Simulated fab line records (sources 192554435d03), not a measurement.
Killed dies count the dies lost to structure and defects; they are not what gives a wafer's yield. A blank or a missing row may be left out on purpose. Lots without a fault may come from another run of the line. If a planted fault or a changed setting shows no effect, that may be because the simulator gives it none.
Chamber matching | flow n5_finfet | 4 sister chambers for N5_BEOL_M9_DESCUM_16 on rie_diel-01
The step chemistry O2, time 7.9 s. 4 wafers are shown with their chamber, then 12 later ones without.

## EACH WAFER AND ITS CHAMBER
wafer  | chamber | showerhead_plenum_p_Torr (Torr)
L088.4 | 2       | 2.10
L087.2 | 1       | 1.97
L087.4 | 3       | 2.01
L087.6 | 0       | 2.04

## WAFERS WITH NO CHAMBER GIVEN
wafer  | showerhead_plenum_p_Torr (Torr)
L094.1 | 1.96
L094.2 | 2.01
L094.5 | 1.96
L095.1 | 2.09
L095.2 | 2.01
L095.3 | 2.03
L095.4 | 1.96
L095.5 | 1.96
L095.6 | 2.03
L097.2 | 2.01
L097.3 | 2.03
L097.4 | 2.01

## CHAMBER TAKEN BY EACH
wafer  | from the rows above     | in truth
L094.1 | 1                       | 1
L094.2 | 3                       | 3
L094.5 | 1                       | 1
L095.1 | 2                       | 2
L095.2 | 3                       | 3
L095.3 | can't be placed: 0 or 3 | 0
L095.4 | 1                       | 1
L095.5 | 1                       | 1
L095.6 | can't be placed: 0 or 3 | 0
L097.2 | 3                       | 3
L097.3 | can't be placed: 0 or 3 | 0
L097.4 | 3                       | 3
Placed correctly: 9 of 12. Can't be placed from these rows: 3 (the true chamber is among the candidates in 3). 0 placed wrongly.
How it was worked out, from the rows above alone: a wafer's distance from a chamber is the root of the sum, over the readings, of the square of ((its reading less the chamber's mean) divided by the reading's scatter). The wafer belongs to the nearest chamber; if the next one is less than 2 further off, it can't be placed. For every chamber, the mean is computed from those of its wafers that are shown. The scatter: root of mean squared gap, hidden wafer to nearest shown wafer, with one shown wafer a chamber.
